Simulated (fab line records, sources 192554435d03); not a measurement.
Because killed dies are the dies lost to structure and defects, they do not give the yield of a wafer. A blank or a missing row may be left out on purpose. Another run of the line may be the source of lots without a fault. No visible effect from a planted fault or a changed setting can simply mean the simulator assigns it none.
Split-lot experiment    flow n5 finfet    route with 1938 steps; 7 lots, 21 wafers read

## ABOUT THE SPLIT
At N5_FIN_SAQP_ETCH_65 (etches SiO2 in CF4, target depth 4 nm, time 4.4 s), the setting time s was moved away from the recipe's 4.4 s on 4 of the 21 wafers read, by -22.3% to -9.0%. This setting was run at the recipe's value on the other wafers.

Reading taken at the split's own step.

## THE READING
etch.depth nm (the simulator's own value, which no gauge read), in nm, at N5_FIN_SAQP_ETCH_65 (etches SiO2 in CF4, target depth 4 nm, time 4.4 s). No usual value for it is given in the file. Across the 17 wafers here that went through the recipe, the average is 3.934 nm and the standard deviation 0.069 nm.

wafer   tool, chamber at the split  time s as run, s  against the recipe  etch.depth nm, nm  against lot-mates on the recipe
L076.3  rie si-01, 2                4.4               recipe              3.902              -
L076.4  rie si-01, 3                4.4               recipe              4.068              -
L076.5  rie si-01, 1                4.4               recipe              4.018              -
L078.2  rie si-04, 2                4.4               recipe              3.998              -
L078.3  rie si-04, 3                4.4               recipe              3.936              -
L078.4  rie si-04, 1                3.417             -22.3%              2.985              -0.982
L080.2  rie si-01, 1                4.4               recipe              3.986              -
L080.3  rie si-01, 2                4.4               recipe              3.869              -
L080.4  rie si-01, 0                4.4               recipe              3.937              -
L083.2  rie si-02, 0                4.4               recipe              3.833              -
L083.3  rie si-02, 2                4.4               recipe              3.955              -
L083.6  rie si-02, 1                4.002             -9.0%               3.711              -0.183
L084.1  rie si-04, 2                3.446             -21.7%              3.18               -0.744
L084.2  rie si-04, 3                4.4               recipe              3.998              -
L084.3  rie si-04, 1                4.4               recipe              3.85               -
L087.1  rie si-04, 1                4.4               recipe              3.829              -
L087.2  rie si-04, 2                3.782             -14.0%              3.409              -0.498
L087.4  rie si-04, 3                4.4               recipe              3.984              -
L090.1  rie si-04, 1                4.4               recipe              3.839              -
L090.2  rie si-04, 2                4.4               recipe              3.936              -
L090.3  rie si-04, 3                4.4               recipe              3.942              -

THE FIT
A straight line over all 21 wafers: etch.depth nm changes by +0.0378 nm for each +1% of time s; r = +0.96; the points scatter about the line by 0.076 nm.
The same after taking each lot's own level away (the mean of its wafers on the recipe; 21 wafers): +0.0377 nm for each +1%; r = +0.96; scatter 0.076 nm.
On that fit, the largest move of time s shifts the reading by 0.84 nm.
Across the lots, their own levels run from 3.8940 to 3.9960 nm, a range of 1.5 times the standard deviation given above.
The two slopes agree, so the slope changes little with the lot-to-lot level.
Check: with one of the wafers moved furthest among these (-22.3%) left out of the fit, the line predicts -0.74 nm for it against its lot-mates. Against them it came out at -0.982 nm.

## OTHER SPLITS ON THESE WAFERS
Before the reading, these wafers also passed through other splits. Each is held against what the fit with the lots' levels taken away leaves over:
other split on the same wafers         wafers away from the commonest value  r with etch.depth nm (lot level and that fit taken away)
N5_WELL_APT_PEB_06 peb time s          6                                     -0.37
N5_WELL_APT_DEVELOP_07 develop time s  7                                     -0.09

## THE FILE'S OWN FIT
etch.depth nm changes by +0.0374 nm for each +1% of time s, r = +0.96.
